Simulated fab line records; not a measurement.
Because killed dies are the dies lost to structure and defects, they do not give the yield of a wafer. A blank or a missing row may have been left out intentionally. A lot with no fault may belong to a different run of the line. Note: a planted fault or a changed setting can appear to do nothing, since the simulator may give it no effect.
Comparing a struck lot with a sound one || flow n5_finfet || 36 steps out of a route of 1938
Sound: these wafers, L712.3, L712.4, L712.6. Wafers L725.1, L725.4, L725.6 were the ones struck. The cause is named last.
Per side, at each step with rows, come the tool, then ch with its chambers, and then its first start. Under that, the readings that differ: sound wafers || struck wafers || difference of the means || sigmas: that difference in standard deviations of wafers without a fault.
alike: words and numbers the same on both sides, and readings whose means are apart by under 2 such deviations; not compared: readings that were withheld, readings missing a value for some wafer, numbers with overlapping values and no deviation given by the record, and bounds like >300 which may hide the same value.
A row with sigmas, a row that says differs or no value, or rows on one side alone: a step with any of these is where the two part. Numbers that don't overlap but have no deviation are shown without sigmas and don't part them. A reading missing from all wafers of one side parts the sides only when that side holds two or more wafers.

first, 10 steps without rows for these wafers: N5_BEOL_M11_DESCUM_33 (chemistry O2, time 7.9 s); N5_BEOL_M11_ETCH_65 (etches SiARC in CF4, target depth 39 nm, time 65 s); N5_BEOL_M11_ETCH_66 (etches SOC in N2/H2, target depth 120 nm, overetch 24 nm, time 180 s); N5_BEOL_M11_STRIP_69 (strips in N2/H2); N5_BEOL_M11_VIA_ETCH_34 (etches SiCOH lowk in C4F6/O2, target depth 184.5 nm, time 69.2 s); N5_BEOL_M11_STRIP_73 (strips in C4F6/O2); N5_BEOL_M11_STRIP_36 (strips in N2/H2); N5_BEOL_M11_TRENCH_ETCH_37 (etches SiCOH lowk in C4F6/O2, target depth 148.83 nm, time 48 s); N5_BEOL_M11_ETCH_41 (etches SiCN in CH3F/O2, target depth 42.6 nm, time 86 s); N5_BEOL_M11_STRIP_77 (strips in N2/H2, time 10 s).
N5_BEOL_M11_HM_STRIP_39: strips TiN in peroxide tin strip, target depth 25 nm, time 158 s.
  sound on wet_bench-06 ch 0,5,7, day 12 08:31; struck on wet_bench-06 ch 2,3,6, day 15 15:41
then, 24 steps without rows for these wafers: N5_BEOL_M11_SRD_40 (time 30 s); N5_BEOL_M11_PRECLEAN_42 (cleans in residue remover, time 60 s); N5_BEOL_M11_SRD_43 (time 30 s); N5_BEOL_M11_CURE_72 (cures SiCOH lowk, time 120 s); N5_BEOL_M11_DEGAS_44 (time 60 s); N5_BEOL_M11_PRE_CLEAN_45 (time 30 s); N5_BEOL_M11_ALD_74 (deposits TaN, target thk 2 nm, pulse time 2 s, purge time 3 s); N5_BEOL_M11_SURFACE_TREAT_76; N5_BEOL_M11_CVD_75 (deposits Co from CCTBA/H2, target thk 2 nm, time 138.9 s); N5_BEOL_M11_SPUTTER_48 (material Cu, target thk 12 nm, time 2 s); N5_BEOL_M11_ECD_50 (material Cu, target thk 318 nm); N5_BEOL_M11_ANNEAL_51 (time 90 s); N5_BEOL_M11_CMP_52 (polishes, stops on SiCOH lowk, t overpolish 7 s, target thk 140 nm); N5_BEOL_M11_PRE_CLEAN_55 (time 15 s); N5_BEOL_M11_DEP_56 (deposits SiCN from 3MS/NH3, target thk 30 nm, time 10.5 s); N5_BEOL_M12_ILD_DEP_00 (deposits SiOC from DEMS/O2, target thk 658.92 nm, time 130.7 s); N5_BEOL_M12_COAT_58 (time 60 s, resist thk 89 nm); N5_BEOL_M12_COAT_04 (resist thk 400 nm); N5_BEOL_M12_EBR_06; N5_BEOL_M12_SOFTBAKE_05 (time 60 s); N5_BEOL_M12_EXPOSE_07 (exposes mask V11); N5_BEOL_M12_PEB_08 (peb time 90 s); N5_BEOL_M12_DEVELOP_09 (develop time 45 s); N5_BEOL_M12_HARDBAKE_14 (time 120 s).
N5_PASSIVATION_PROBE_49:
  struck on prober-02, day 17 09:47; sound on prober-02, day 13 23:56
{"reading": "defect_limited_yield (%)", "sound": "92.5 93.0 93.8", "struck": "83.7 84.2 86.4", "difference": -8.3, "sigmas": -6}
{"reading": "killed_at_M4_up", "sound": "6 3 9", "struck": "134 136 91", "difference": "+114", "sigmas": "+23"}
{"reading": "killed_dies", "sound": "88 83 73", "struck": "192 186 160", "difference": "+98", "sigmas": "+5"}
{"reading": "sort_bin_5_function (%)", "sound": "4.6 4.4 3.0", "struck": "11.1 10.7 7.3", "difference": "+5.7", "sigmas": "+6"}
{"reading": "sort_n_pass", "sound": "1092 1097 1107", "struck": "988 994 1020", "difference": -98, "sigmas": -5}
{"reading": "sort_yield_pct (%)", "sound": "92.5 93.0 93.8", "struck": "83.7 84.2 86.4", "difference": -8.3, "sigmas": -6}
  alike: killed_at_M0_to_M3, killed_at_contacts, killed_at_front_end, killed_at_other, killed_open, killed_short, sort_bin_4_leakage, sort_bin_6_memory, sort_bin_8_speed

== WHERE THEY PART ==
Only at N5_PASSIVATION_PROBE_49, within this record.

WHY: what had been put in by the simulator
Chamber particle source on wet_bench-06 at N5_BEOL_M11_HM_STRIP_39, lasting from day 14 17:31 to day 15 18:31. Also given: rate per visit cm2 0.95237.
